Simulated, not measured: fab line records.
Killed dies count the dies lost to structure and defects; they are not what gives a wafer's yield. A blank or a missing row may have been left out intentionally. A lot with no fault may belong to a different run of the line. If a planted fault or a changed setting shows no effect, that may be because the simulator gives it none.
2 desks looking at one fault -- flow n5Finfet -- numbers are kept per desk, each desk with only its own; the story behind them comes last

## THE METROLOGY DESK
What the gauges read, lot by lot, whatever tool the lot ran on: means of the sampled wafers that have a number. The brackets show how far a lot's mean lies from the usual mean; more than 4 standard deviations puts the lot out of limits, marked OUT. Of its 11 readings 7 are shown: those that lie furthest out on some lot.
Columns: A = VG_OVL at N5_MOL_CONTACT_COAG_OVL_MEAS_85, usual -0.1 nm; B = DIBL_N at N5_BEOL_M4_RC_MEAS_101, usual 36.4 mV/V; C = IOFF_N at N5_BEOL_M4_RC_MEAS_101, usual 0.164 nA/um; D = ION_P at N5_BEOL_M4_RC_MEAS_101, usual 463 uA/um; E = SS_N at N5_BEOL_M4_RC_MEAS_101, usual 71.5 mV/dec; F = SS_P at N5_BEOL_M4_RC_MEAS_101, usual 73.3 mV/dec; G = VT_N at N5_BEOL_M4_RC_MEAS_101, usual 249.2 mV
lot,first seen here,A,B,C,D,E,F,G
L228,day 6 09:51,-0.4,37.5,0.167,462,71.6,73.3,248.3
L232,day 7 07:30,-0.1,38.5,0.181,465,72.0,73.3,247.2
L233,day 7 13:15,0.3,37.0,0.176,462,71.5,73.4,247.0
L235,day 8 01:17,-1.1,35.3,0.141,454,70.9,72.9,252.3
L236,day 8 10:11,-0.1,33.4,0.124,462,70.8,72.6,253.0
L238,day 9 03:06,0.6,35.7,0.148,464,71.5,72.4,252.0
L239,day 9 13:10,-0.5,35.6,0.165,463,71.5,72.8,248.2
L241,day 9 16:16,0.1,37.0,0.173,467,72.1,73.9,246.5
L246,day 10 19:51,0.3,37.3,0.174,460,71.4,73.9,249.2
This desk found nothing out of limits on any of the 9 lots.

## AT THE TOOL OWNER'S DESK: lithoTrack-02
The tool's own readings at N5_MOL_CONTACT_COAG_COAT_34 (resist thk 40 nm): means of the sampled wafers that have a number, for each lot that ran on this tool. The brackets show how far a lot's mean lies from the usual mean; more than 4 standard deviations puts the lot out of limits, marked OUT.
Columns: A = spinSpeedRpm at N5_MOL_CONTACT_COAG_COAT_34, usual 1500.2 rpm
lot,first seen here,A
L235,day 8 02:42,1499.8
L236,day 8 11:20,1499.9
L238,day 9 05:03,1429.9 (-93) OUT
L239,day 9 14:43,1429.1 (-94) OUT
This desk's finding: out of limits on L238, L239; first on L238, day 9 05:03 (spinSpeedRpm at N5_MOL_CONTACT_COAG_COAT_34). Within limits: L235, L236.

## ALL TOGETHER
The tool owner's desk had the chance to raise an alarm at day 9 05:03 on L238, L239.
Nothing out of limits was seen by the metrology desk.
The metrology desk has L238, L239 on record, within its limits.
Every lot named ran N5_MOL_CONTACT_COAG_COAT_34 on lithoTrack-02.

## WHAT THE SIMULATOR HAD INSERTED
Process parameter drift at N5_MOL_CONTACT_COAG_COAT_34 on lithoTrack-02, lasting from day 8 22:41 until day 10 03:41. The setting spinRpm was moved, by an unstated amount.
Lots struck among those shown: L238, L239.
How many hours passed from the start of the fault until each desk's first out-of-limits reading: the tool owner's desk, 6.
